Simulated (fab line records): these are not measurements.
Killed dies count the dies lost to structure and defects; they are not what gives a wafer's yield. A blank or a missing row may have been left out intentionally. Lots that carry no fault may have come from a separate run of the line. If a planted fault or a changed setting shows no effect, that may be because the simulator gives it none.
fab line records -- flow nandHarc
record: lots: 6, wafers: 18, lastDay: 33
route steps=1302 shown A_SGD_CUT@903 A_SLIT@922 END@1302
lots that met no fault: from a run of the same line without faults
startH: start of the lot's first displayed wafer, in hours after the record's first day -- waitH: hours elapsed since this lot's preceding step -- " the same as in the row above -- L1.1+2: several wafers, shown together as one row -- - no value, or no start was given -- * or withheld: withheld -- < > ~ a bound
route shown NAME@n: names a module that has steps shown in the file, with the first one's number in the route -- usual: mean and standard deviation over wafers with no fault -- same: alike in all rows -- chamber/n: place in a boat -- sites: readings site by site -- _std_site: the standard deviation of these -- _edge_site: the outer-site mean with the inner-site mean subtracted -- radiusMm: for every site, how far away it sits from the centre of the wafer -- mask NAME#n: copy n -- behind: the most recent tool/chamber to have shaped the wafer -- hold: the reason the lot was held/the length of the hold in hours/how it ended -- device: the n, p or np transistor that did not switch -- end of line: the route-end tests of the same wafers -- for a step that has no rows: nothing shown but its recipe -- killed: count of dies lost to structure and defects at first sort (not the wafer's yield) -- map: dies across one wafer; x = killed, . = not, _ = none there
set.NAME: the setting the step ran with; set.NAME@STEP: the setting that earlier step ran with -- model.NAME: the simulator's own value behind a step, which no gauge read
certain route steps with their lots: each step a table, each wafer a row
services: from which hour (startH, from the record's first day; less than 0 if before it) a tool's chamber was out of use, for how many hours, and why
== steps ==
step: NHARC_A_SGD_CUT_INSPECT_11
usual: rawDefectCount: 61/26
lot.wafer,tool,chamber,startH,waitH,rawDefectCount
L331.2,defectInspect-01,-,474.38,0.0,119
L331.5,defectInspect-01,-,474.38,0.0,107
L331.6,defectInspect-01,-,474.38,0.0,118
L333.4,defectInspect-02,-,491.97,0.0,59
L333.5,defectInspect-02,-,491.97,0.0,64
L333.6,defectInspect-02,-,491.97,0.0,77
L334.1,defectInspect-01,-,509.93,0.0,65
L334.2,defectInspect-01,-,509.93,0.0,53
L334.6,defectInspect-01,-,509.93,0.0,63
L336.1,defectInspect-01,-,540.24,0.0,71
L336.3,defectInspect-01,-,540.24,0.0,49
L336.5,defectInspect-01,-,540.24,0.0,71
L344.2,defectInspect-02,-,594.06,0.0,54
L344.4,defectInspect-02,-,594.06,0.0,57
L344.5,defectInspect-02,-,594.06,0.0,44
L348.1,defectInspect-01,-,670.62,0.0,86
L348.2,defectInspect-01,-,670.62,0.0,81
L348.4,defectInspect-01,-,670.62,0.0,72
step: NHARC_A_SGD_CUT_DESCUM_14
recipe: timeS: 3, o2FlowSccm: 200, arFlowSccm: 0, biasPowerW: 0, chemistry: O2
step: NHARC_A_SGD_CUT_ETCH_58
recipe: targetDepthA: 390, overEtchFrac: 0.3, timeS: 65, ionEnergyEv: 80, cf4FlowSccm: 150, arFlowSccm: 0, rfW: 300, biasW: 100, chemistry: CF4
usual: chamberPressureMTorr: 50.00/0.046, drypumpMotorCurrentA: 5.58/0.29, oesProductAu: 1.005/0.011, rfVppV: 151.2/1.2, showerheadPlenumPTorr: 1.77/0.068, throttleValvePct: 13.284/0.0091
lot.wafer,tool,chamber,startH,waitH,chamberPressureMTorr,drypumpMotorCurrentA,oesProductAu,rfHoursCounterH,rfVppV,showerheadPlenumPTorr,throttleValvePct
L331.2,rieDiel-10,2,474.55,0.1,49.98,5.52,1.001,2,151.3,1.74,13.287
L331.6,rieDiel-10,3,474.55,0.1,49.94,5.66,0.978,-,151.7,1.77,13.291
L331.5,rieDiel-10,0,474.55,0.1,49.95,5.06,0.985,-,150.0,1.70,13.268
L333.4,rieDiel-11,0,492.16,0.1,49.99,5.49,0.991,-,150.5,1.77,13.294
L333.6,rieDiel-11,2,492.16,0.1,49.95,5.21,1.002,-,152.3,1.84,13.280
L333.5,rieDiel-11,3,492.16,0.1,49.95,5.96,1.012,-,152.0,1.85,13.282
L334.1,rieDiel-05,1,510.08,0.1,49.94,5.95,1.015,8,150.2,1.72,13.300
L334.2,rieDiel-05,2,510.08,0.1,49.99,5.82,1.003,7,150.2,1.67,13.283
L334.6,rieDiel-05,2,510.08,0.1,50.05,5.85,0.993,-,148.7,1.67,13.280
L336.3,rieDiel-10,0,540.39,0.1,49.99,5.05,0.989,6,150.3,1.70,13.282
L336.1,rieDiel-10,1,540.39,0.1,50.02,5.60,1.016,6,151.9,1.89,13.274
L336.5,rieDiel-10,3,540.39,0.1,49.98,5.68,0.981,-,150.0,1.77,13.260
L344.4,rieDiel-11,3,594.27,0.1,49.93,5.99,1.018,13,151.5,1.85,13.280
L344.2,rieDiel-11,0,594.27,0.1,50.02,5.49,1.018,12,152.2,1.77,13.272
L344.5,rieDiel-11,3,594.27,0.1,50.04,5.97,1.012,-,151.5,1.85,13.287
L348.4,rieDiel-10,2,670.76,0.1,50.01,5.48,1.018,2,150.2,1.74,13.289
L348.1,rieDiel-10,3,670.76,0.1,50.04,5.65,1.002,2,150.6,1.76,13.299
L348.2,rieDiel-10,0,670.76,0.1,50.05,5.06,1.003,3,151.1,1.70,13.272
step: NHARC_A_SGD_CUT_ETCH_59
recipe: targetDepthA: 2600, overEtchFrac: 0.25, timeS: 406.25, ionEnergyEv: 200, n2FlowSccm: 150, h2FlowSccm: 150, arFlowSccm: 0, rfW: 400, biasW: 150, chemistry: N2/H2
step: NHARC_A_SGD_CUT_ETCH_15
recipe: targetDepthA: 750, timeS: 64.3, ch3fFlowSccm: 50, o2FlowSccm: 30, arFlowSccm: 200, rfW: 500, biasW: 100, chemistry: CH3F/O2
step: NHARC_A_SGD_CUT_ETCH_16
recipe: targetDepthA: 3105, timeS: 155.2, c4f8FlowSccm: withheld, o2FlowSccm: 8, arFlowSccm: withheld, rfW: 600, biasW: 800, chemistry: C4F8/O2/Ar
usual: chamberPressureMTorr: 25.000/0.023, oesProductAu: 0.976/0.017, rfVppV: 723/4.2
lot.wafer,tool,chamber,startH,waitH,chamberPressureMTorr,oesProductAu,rfHoursCounterH,rfVppV
L331.2,rieDiel-10,1,-,-,25.028,0.984,2,730
L331.5,rieDiel-10,0,-,-,25.001,0.963,-,721
L331.6,rieDiel-10,1,-,-,25.012,0.986,-,730
L333.4,rieDiel-11,3,-,-,24.993,0.957,5,727
L333.6,rieDiel-11,3,-,-,24.968,0.971,-,729
L333.5,rieDiel-11,0,-,-,25.091,0.944,-,723
L334.2,rieDiel-05,2,-,-,24.969,0.984,8,717
L334.1,rieDiel-05,3,-,-,25.001,0.979,8,719
L334.6,rieDiel-05,2,-,-,24.961,0.988,-,717
L336.3,rieDiel-10,1,-,-,25.006,0.984,6,729
L336.1,rieDiel-10,3,-,-,24.966,0.967,6,721
L336.5,rieDiel-10,1,-,-,25.005,0.991,-,731
L344.4,rieDiel-11,3,-,-,24.979,0.971,14,727
L344.2,rieDiel-11,0,-,-,25.004,0.980,13,722
L344.5,rieDiel-11,2,-,-,24.979,0.976,-,727
L348.2,rieDiel-10,1,-,-,24.992,0.999,3,731
L348.4,rieDiel-10,2,-,-,24.977,0.982,2,721
L348.1,rieDiel-10,3,-,-,24.998,0.985,3,723
step: NHARC_A_SGD_CUT_STRIP_60
recipe: c4f8FlowSccm: withheld, o2FlowSccm: 8, arFlowSccm: withheld, biasW: 0, chemistry: C4F8/O2/Ar
step: NHARC_A_SGD_CUT_STRIP_17
recipe: o2FlowSccm: 500, arFlowSccm: 0, biasW: 0, chemistry: O2
step: NHARC_A_SGD_CUT_PRECLEAN_18
recipe: timeS: *, tempC: 50, bathAgeMin: 0, chemistry: SC1
step: NHARC_A_SGD_CUT_SRD_19
step: NHARC_A_SGD_CUT_DEP_20
recipe: targetThkA: 1500, tempC: 65, material: SiO2
step: NHARC_A_SGD_CUT_ANNEAL_27
recipe: tempC: 450, timeS: 1800
step: NHARC_A_SGD_CUT_CMP_21
recipe: targetThkNm: 148.19
usual: motorCurrentA: 11.6/1.4, timeToEndpointS: 51/3.2
lot.wafer,tool,chamber,startH,waitH,motorCurrentA,timeToEndpointS
L331.2,cmp-02,2,480.36,0.4,13.4,50
L331.6,cmp-02,1,480.36,0.4,10.0,51
L331.5,cmp-02,2,480.36,0.4,13.3,48
L333.4,cmp-02,3,499.19,0.4,13.4,53
L333.5,cmp-02,1,499.19,0.4,10.2,53
L333.6,cmp-02,2,499.19,0.4,14.5,48
L334.1,cmp-02,2,515.80,0.4,13.4,49
L334.2,cmp-02,3,515.80,0.4,13.7,50
L334.6,cmp-02,1,515.80,0.4,10.6,52
L336.1,cmp-02,3,546.21,0.4,13.0,52
L336.3,cmp-02,1,546.21,0.4,9.7,52
L336.5,cmp-02,3,546.21,0.4,13.4,55
L344.2,cmp-01,3,599.30,0.4,11.2,49
L344.4,cmp-01,2,599.30,0.4,12.8,51
L344.5,cmp-01,3,599.30,0.4,11.5,51
L348.1,cmp-04,0,676.44,0.4,10.4,47
L348.2,cmp-04,1,676.44,0.4,11.2,46
L348.4,cmp-04,2,676.44,0.4,9.6,50
step: NHARC_A_SGD_CUT_THK_MEAS_22
recipe: thkMeasGauge: ellipsometry
usual: thkNm: 148.0/1.4
lot.wafer,tool,chamber,startH,waitH,thkNm
L331.2,filmMetro-01,-,480.59,0.2,147.0
L331.5,filmMetro-01,-,480.59,0.2,147.8
L331.6,filmMetro-01,-,480.59,0.2,146.5
L333.4,filmMetro-02,-,499.40,0.2,148.6
L333.5,filmMetro-02,-,499.40,0.2,145.9
L333.6,filmMetro-02,-,499.40,0.2,147.8
L334.1,filmMetro-02,-,516.03,0.2,148.5
L334.2,filmMetro-02,-,516.03,0.2,148.3
L334.6,filmMetro-02,-,516.03,0.2,150.7
L336.1,filmMetro-02,-,546.47,0.2,147.3
L336.3,filmMetro-02,-,546.47,0.2,147.5
L336.5,filmMetro-02,-,546.47,0.2,149.6
L344.2,filmMetro-01,-,599.56,0.2,146.9
L344.4,filmMetro-01,-,599.56,0.2,146.1
L344.5,filmMetro-01,-,599.56,0.2,146.3
L348.1,filmMetro-02,-,676.70,0.2,145.8
L348.2,filmMetro-02,-,676.70,0.2,147.3
L348.4,filmMetro-02,-,676.70,0.2,147.3
step: NHARC_A_SGD_CUT_SRD_23
step: NHARC_A_SGD_CUT_ETCH_26
recipe: targetDepthA: 458, chemistry: dHF, material: SiO2
step: NHARC_A_SGD_CUT_ETCHBACK_24
recipe: targetDepthA: 500, overEtchFrac: 0.3, timeS: 92.857, ionEnergyEv: 120, ch3fFlowSccm: 50, o2FlowSccm: 30, arFlowSccm: 200, rfW: 500, biasW: 100, chemistry: CH3F/O2
usual: chamberPressureMTorr: 25.000/0.022, drypumpMotorCurrentA: 5.59/0.29, oesProductAu: 0.97/0.036, rfVppV: 244.5/1.5, showerheadPlenumPTorr: 2.47/0.097, throttleValvePct: 20.663/0.0094
lot.wafer,tool,chamber,startH,waitH,chamberPressureMTorr,drypumpMotorCurrentA,oesProductAu,rfHoursCounterH,rfVppV,showerheadPlenumPTorr,throttleValvePct
L331.2,rieDiel-11,0,480.84,0.2,24.985,5.50,0.99,3,244.6,2.47,20.674
L331.5,rieDiel-11,3,480.84,0.2,24.989,5.98,1.01,-,246.1,2.58,20.654
L331.6,rieDiel-11,0,480.84,0.2,24.992,5.51,0.99,-,244.0,2.47,20.668
L333.4,rieDiel-10,0,499.65,0.2,25.006,5.08,0.99,4,242.2,2.36,20.669
L333.5,rieDiel-10,2,499.65,0.2,25.038,5.52,1.00,-,243.6,2.42,20.664
L333.6,rieDiel-10,3,499.65,0.2,24.988,5.67,0.98,-,244.7,2.46,20.653
L334.2,rieDiel-05,0,516.29,0.2,24.974,5.50,0.93,8,244.1,2.41,20.653
L334.1,rieDiel-05,1,516.29,0.2,25.004,5.98,0.95,8,243.9,2.39,20.648
L334.6,rieDiel-05,3,516.29,0.2,24.988,5.46,0.93,-,244.2,2.39,20.668
L336.3,rieDiel-10,0,546.69,0.1,25.010,5.07,0.91,6,242.7,2.36,20.648
L336.1,rieDiel-10,3,546.69,0.1,25.045,5.66,0.92,7,242.9,2.45,20.661
L336.5,rieDiel-10,0,546.69,0.1,25.006,5.06,0.92,-,243.0,2.36,20.659
L344.2,rieDiel-11,1,599.86,0.2,25.003,5.97,0.92,15,243.2,2.57,20.660
L344.4,rieDiel-11,3,599.86,0.2,24.991,6.00,0.93,14,246.1,2.57,20.660
L344.5,rieDiel-11,1,599.86,0.2,24.995,5.99,0.92,-,245.8,2.57,20.658
L348.4,rieDiel-10,1,676.92,0.2,24.980,5.57,0.93,3,246.7,2.63,20.665
L348.2,rieDiel-10,3,676.92,0.2,25.022,5.65,0.92,3,246.2,2.45,20.660
L348.1,rieDiel-10,0,676.92,0.2,24.992,5.09,0.93,4,243.2,2.35,20.655
step: NHARC_A_SGD_CUT_STRIP_28
recipe: timeS: 20, o2FlowSccm: 500, arFlowSccm: 0, biasW: 0, chemistry: O2
usual: chamberPressureMTorr: 60.00/0.051, drypumpMotorCurrentA: 5.61/0.29, oesProductAu: 1.004/0.011, rfVppV: 57.9/1, showerheadPlenumPTorr: 3.55/0.14, throttleValvePct: 17.037/0.0092
lot.wafer,tool,chamber,startH,waitH,chamberPressureMTorr,drypumpMotorCurrentA,oesProductAu,rfHoursCounterH,rfVppV,showerheadPlenumPTorr,throttleValvePct
L331.2,rieDiel-11,2,-,-,59.97,5.22,1.015,4,59.1,3.67,17.051
L331.6,rieDiel-11,3,-,-,60.00,5.96,1.023,-,57.5,3.69,17.040
L331.5,rieDiel-11,0,-,-,60.05,5.51,1.003,-,57.1,3.54,17.020
L333.4,rieDiel-10,1,-,-,60.03,5.60,1.021,4,60.2,3.78,17.032
L333.6,rieDiel-10,0,-,-,60.05,5.10,0.991,-,57.2,3.39,17.038
L333.5,rieDiel-10,1,-,-,60.02,5.62,1.017,-,58.8,3.78,17.023
L334.1,rieDiel-05,0,-,-,60.03,5.53,1.014,8,57.9,3.46,17.028
L334.2,rieDiel-05,1,-,-,60.03,6.00,1.019,8,59.5,3.43,17.036
L334.6,rieDiel-05,2,-,-,60.04,5.89,0.999,-,56.6,3.33,17.037
L336.3,rieDiel-10,2,-,-,60.04,5.47,1.008,7,57.8,3.47,17.039
L336.1,rieDiel-10,3,-,-,60.08,5.66,0.994,7,57.9,3.52,17.053
L336.5,rieDiel-10,1,-,-,59.98,5.62,1.025,-,56.9,3.77,17.028
L344.2,rieDiel-11,2,-,-,60.03,5.23,1.009,16,57.8,3.67,17.045
L344.4,rieDiel-11,0,-,-,60.01,5.51,1.006,13,57.2,3.53,17.030
L344.5,rieDiel-11,2,-,-,60.01,5.22,1.008,-,59.2,3.67,17.038
L348.4,rieDiel-10,1,-,-,59.97,5.62,1.016,4,57.8,3.77,17.055
L348.1,rieDiel-10,3,-,-,60.06,5.68,1.010,3,57.5,3.52,17.035
L348.2,rieDiel-10,0,-,-,60.11,5.08,1.004,4,57.1,3.38,17.036
step: NHARC_A_SGD_CUT_INSPECT_25
usual: rawDefectCount: 396/84
lot.wafer,tool,chamber,startH,waitH,rawDefectCount
L331.2,defectInspect-02,-,481.08,-,360
L331.5,defectInspect-02,-,481.08,-,403
L331.6,defectInspect-02,-,481.08,-,423
L333.4,defectInspect-02,-,499.87,-,417
L333.5,defectInspect-02,-,499.87,-,393
L333.6,defectInspect-02,-,499.87,-,336
L334.1,defectInspect-01,-,516.51,-,640
L334.2,defectInspect-01,-,516.51,-,795
L334.6,defectInspect-01,-,516.51,-,758
L336.1,defectInspect-01,-,546.93,-,621
L336.3,defectInspect-01,-,546.93,-,720
L336.5,defectInspect-01,-,546.93,-,737
L344.2,defectInspect-01,-,600.10,-,405
L344.4,defectInspect-01,-,600.10,-,430
L344.5,defectInspect-01,-,600.10,-,364
L348.1,defectInspect-02,-,677.16,-,403
L348.2,defectInspect-02,-,677.16,-,322
L348.4,defectInspect-02,-,677.16,-,366
step: NHARC_A_SLIT_DEP_25
recipe: targetThkA: 2000, tempC: 400, pressureTorr: 6.5, rfW: 900, teosFlowSccm: 161.4, flowSccm: 2650, targetThkNm: 200, gas: O2, material: SiO2
usual: heaterPowerW: 528/87, showerheadVppV: 1846/83, throttleValvePct: 15.9/0.58
lot.wafer,tool,chamber,startH,waitH,heaterPowerW,showerheadVppV,throttleValvePct
L331.2,pecvd-01,2,481.19,0.1,416,1799,16.7
L331.5,pecvd-01,1,481.19,0.1,535,1758,16.8
L331.6,pecvd-01,0,481.19,0.1,550,1921,17.0
L333.5,pecvd-03,2,500.05,0.2,424,1906,15.3
L333.6,pecvd-03,0,500.05,0.2,610,1786,16.1
L333.4,pecvd-03,1,500.05,0.2,731,1989,15.6
L334.1,pecvd-04,2,516.58,0.1,449,1809,14.7
L334.2,pecvd-04,0,516.58,0.1,420,1866,15.8
L334.6,pecvd-04,1,516.58,0.1,595,1744,15.6
L336.1,pecvd-03,1,547.00,0.1,606,1967,15.5
L336.3,pecvd-03,2,547.00,0.1,359,1913,15.5
L336.5,pecvd-03,2,547.00,0.1,374,1911,15.4
L344.2,pecvd-03,0,600.40,0.3,542,1767,15.9
L344.5,pecvd-03,1,600.40,0.3,747,2010,15.5
L344.4,pecvd-03,2,600.40,0.3,466,1938,15.1
L348.2,pecvd-04,0,677.27,0.1,466,1858,15.6
L348.1,pecvd-04,1,677.27,0.1,648,1744,15.4
L348.4,pecvd-04,1,677.27,0.1,654,1766,15.3
step: NHARC_END_SORT_01
recipe: tempC: 25
usual: killedAtArray: 57/19, killedAtOther: 0.9/1.1, killedAtPeriphery: 4.0/2.6, killedDies: 62/19, killedOpen: 3.3/1.8, killedShort: 2.4/1.7
same: grossDies: 677
lot.wafer,tool,chamber,startH,waitH,killedAtArray,killedAtOther,killedAtPeriphery,killedDies,killedOpen,killedShort
L333.4,prober-02,0,620.65,3.4,72,3,4,79,5,6
L333.5,prober-02,0,621.46,3.7,83,2,1,86,3,3
L333.6,prober-02,0,622.26,4.0,81,3,3,87,9,3
L334.1,prober-01,0,635.19,2.5,281,0,2,283,3,2
L334.2,prober-01,0,635.99,2.8,243,0,2,245,4,1
L334.6,prober-01,0,639.19,4.0,254,0,1,255,1,1
L336.1,prober-02,0,658.84,2.5,275,1,2,278,3,0
L336.3,prober-02,0,660.43,3.1,286,2,2,290,3,0
L336.5,prober-02,0,662.03,3.7,289,3,1,293,2,1
killed by level:class
L333.4 A_CHANNEL_HOLE_D2:chamberFilmFlake=28 A_SLIT:chamberFilmFlake=23 A_CONTACT:chamberFilmFlake=5 A_BONDPAD:chamberFilmFlake=3 THIN_TSV:chamberFilmFlake=3 P_M0:geometricParticle:open=2 A_WL_FILL:geometricParticle:short=2 A_CHANNEL_FILL_D2:chamberFilmFlake=2
L333.5 A_SLIT:chamberFilmFlake=34 A_CHANNEL_HOLE_D2:chamberFilmFlake=31 A_CONTACT:chamberFilmFlake=7 A_SGD_CUT:geometricParticle:open=2 A_WL_FILL:chamberFilmFlake=2 A_BONDPAD:chamberFilmFlake=2 THIN_TSV:chamberFilmFlake=2 P_M0:geometricParticle:open=1
L333.6 A_CHANNEL_HOLE_D2:chamberFilmFlake=39 A_SLIT:chamberFilmFlake=15 A_CHANNEL_HOLE_D1:chamberFilmFlake=5 A_CHANNEL_FILL_D2:chamberFilmFlake=5 A_CONTACT:chamberFilmFlake=5 A_WL_FILL:geometricParticle:open=2 A_BLC:geometricParticle:open=2 A_BONDPAD:chamberFilmFlake=2
L334.1 A_SGD_CUT:unspecified=234 A_CHANNEL_HOLE_D2:chamberFilmFlake=26 A_CHANNEL_HOLE_D1:chamberFilmFlake=9 P_M1:geometricParticle:short=2 A_CHANNEL_FILL_D1:chamberFilmFlake=2 A_CONTACT:chamberFilmFlake=2 A_BLC:chamberFilmFlake=2 A_CHANNEL_HOLE_D1:geometricParticle:open=1
L334.2 A_SGD_CUT:unspecified=208 A_CHANNEL_HOLE_D2:chamberFilmFlake=18 A_BLC:chamberFilmFlake=6 A_CHANNEL_HOLE_D1:chamberFilmFlake=3 P_GATE:geometricParticle:open=1 A_CHANNEL_HOLE_D1:geometricParticle:short=1 A_CHANNEL_FILL_D1:geometricParticle:open=1 A_ONON_D2:geometricParticle:open=1
L334.6 A_SGD_CUT:unspecified=216 A_CHANNEL_HOLE_D2:chamberFilmFlake=25 A_CHANNEL_HOLE_D1:chamberFilmFlake=3 A_DECK1_JOINT:chamberFilmFlake=2 A_CONTACT:chamberFilmFlake=2 A_SGD_CUT:geometricParticle:short=1 A_WL_FILL:geometricParticle:open=1 P_GATE:chamberFilmFlake=1
L336.1 A_SGD_CUT:unspecified=205 A_SLIT:chamberFilmFlake=32 A_CHANNEL_HOLE_D1:chamberFilmFlake=25 A_STAIRCASE:chamberFilmFlake=5 A_DECK1_JOINT:chamberFilmFlake=3 A_ONON_D1:geometricParticle:open=1 A_CHANNEL_FILL_D1:geometricParticle:open=1 A_ONON_D2:geometricParticle:open=1
L336.3 A_SGD_CUT:unspecified=241 A_CHANNEL_HOLE_D1:chamberFilmFlake=20 A_SLIT:chamberFilmFlake=14 A_CHANNEL_HOLE_D2:unspecified=4 A_STAIRCASE:chamberFilmFlake=2 THIN_TSV:chamberFilmFlake=2 A_CONTACT:chamberFilmFlake=2 P_CONTACT:geometricParticle:open=1
L336.5 A_SGD_CUT:unspecified=240 A_CHANNEL_HOLE_D1:chamberFilmFlake=24 A_SLIT:chamberFilmFlake=12 A_CONTACT:chamberFilmFlake=5 THIN_TSV:chamberFilmFlake=3 A_CHANNEL_HOLE_D2:unspecified=2 A_STAIRCASE:chamberFilmFlake=2 A_ONON_D1:geometricParticle:open=1
map L334.1 (x killed, . not)
____________.____________
_________xx....x_________
_______x...x.....x_______
______x.........x.x______
_____....x....x...x._____
____x.x......x...x...____
____x.xx.xxx.x.xx.x..____
___x.x..xxx.x..xx..x.x___
___.xx..xx...x...x...x___
__.....x..x.x..xx.x.x..__
__.x..xxx.x...xxxx..x..__
_.x..xxx.xxxxx.x.xx..xx._
_.x..xx.x.x..x..x..x...x_
_.x.x..x.x.xx..x.x..x..._
_..x.xxxxx.xx...xx.x...x_
_xxxxxxxx.xxx.x.xx..x.xx_
..xxx.xxxxxxx....x...xxxx
....xxxx.x..x.x..x.xx....
xx.xxxxxx.x.x.xxx..xx.x..
xx..xxxx.x...x..x..x.x..x
...x.xxxxx..x.x...x.....x
_.x.xx...x..x.....x...xx_
_..xx..xxxxx.....x.xx.xx_
_x..xx.x.x...xx.xxx...xx_
_....x..x.x.....x.xxx..x_
_....xx.......xx..xx...x_
__.xx.x.....x.....xxxx.__
__x.x.......xxx...xx..x__
___...x..x..x....xx..x___
___.......x.x.....xx..___
____x..x..x.x..x....x____
____.x...xx..x..x.xx.____
_____.x.x.......xx.x_____
______..xx.........______
_______.x...xxx..x_______
_________.x....._________
____________.____________
map L336.5 (x killed, . not)
____________x____________
_________xxxxx.x_________
_______.xxxxxx...._______
______..xx..xxx....______
_____...x.xx.x....xx_____
____x.....xxxx..xx.x.____
____.x....xx......x..____
___...xx..x.x...x.xx..___
___.xxx..x.x...xxx.xx.___
__.......xxx.x.xxx....x__
__x.x....xx...xxxxxx.x.__
_..xx.x.........x...x..x_
_x.xxxx..x.x..xx..x...xx_
_x..x..x.x.xx...xx..xx.._
_.......xx..x.xxx..xxx.x_
_....x..xxxx..x.x...xxxx_
..x.x..xxx....x..xx..x.x.
x..xxx...x...x....xx...xx
.x..xx....xx.....x..xx...
xxxx..x...xx.x...x...x.x.
..x..x.........x.x..x...x
_xx........x.......x.x.._
_.xx...xx...x..x.xxxx.xx_
_..xx..xx.x.xxx.xxx.xxx._
_x.x..x...x..x...xx..xxx_
_x..xx..x.xx...x...xxx.x_
__x..x..xxxx....xxxxxxx__
__xx.x.x.........x.xxxx__
___x.x.....xx.xxxxx.xx___
___.x..x.x..xxx.x..xx.___
____x..xx..x.x..x.xxx____
____.x.......x..xxx.x____
_____.x.x.xx..xx..xx_____
______.x.xx..x...x.______
_______..x.....x.._______
_________.x.xx.._________
____________.____________
== services ==
tool,chamber,startH,hours,kind
rieDiel-05,2,463.58,4.9,repair
rieDiel-11,1,487.95,4.5,repair
rieDiel-11,2,505.16,5.1,repair
rieDiel-05,0,511.53,4.4,repair
rieDiel-05,3,516.60,3.3,repair
cmp-02,-,528.09,4.0,pm
rieDiel-11,3,533.93,1.6,repair
rieDiel-11,-,541.86,0.1,repair
rieDiel-10,0,543.35,1.4,repair
pecvd-03,-,547.40,13.0,pm
cmp-02,-,550.62,2.5,repair
rieDiel-05,-,583.60,9.0,pm
pecvd-03,-,585.71,0.4,repair
pecvd-03,1,586.47,11.7,repair
pecvd-03,-,590.18,0.5,repair
cmp-02,-,593.44,0.8,repair
rieDiel-10,-,596.56,9.0,pm
rieDiel-11,-,601.62,17.9,repair
rieDiel-11,-,619.54,9.0,pm
rieDiel-10,3,621.14,7.9,repair
rieDiel-10,2,622.55,3.5,repair
cmp-02,-,624.68,2.9,repair
cmp-02,-,627.60,4.0,pm
cmp-02,-,666.15,0.5,repair
== key ==
firstSign: step: NHARC_A_SGD_CUT_INSPECT_25, reading: rawDefectCount, direction: up, sigmas: 3.8, usual: 396, struck: 712
effect: step: NHARC_END_SORT_01, reading: killedDies, direction: up, sigmas: 11, usual: 62, struck: 274
moreKillsBornAt: NHARC_A_SGD_CUT_CMP_21@cmp-02: 1344
metAt NHARC_A_SGD_CUT_CMP_21
struckWafers L334.1,L334.2,L334.6,L336.1,L336.3,L336.5
testerLeftOut L334,L336
onsetBetween 499.19 515.80
fault: kind: chamberParticleSource, tool: cmp-02, chamber: -, onsetH: 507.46, steps: NHARC_A_SGD_CUT_CMP_21, ratePerVisitCm2: 0.46071, endH: 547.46
testerLeftOut: of these lots the tester's yield and bins aren't shown, on N5 and GAA mostly nor the transistor test; their killed dies are dies lost to structure and defects alone, not to doping, threshold or leakage, so they don't give the yield
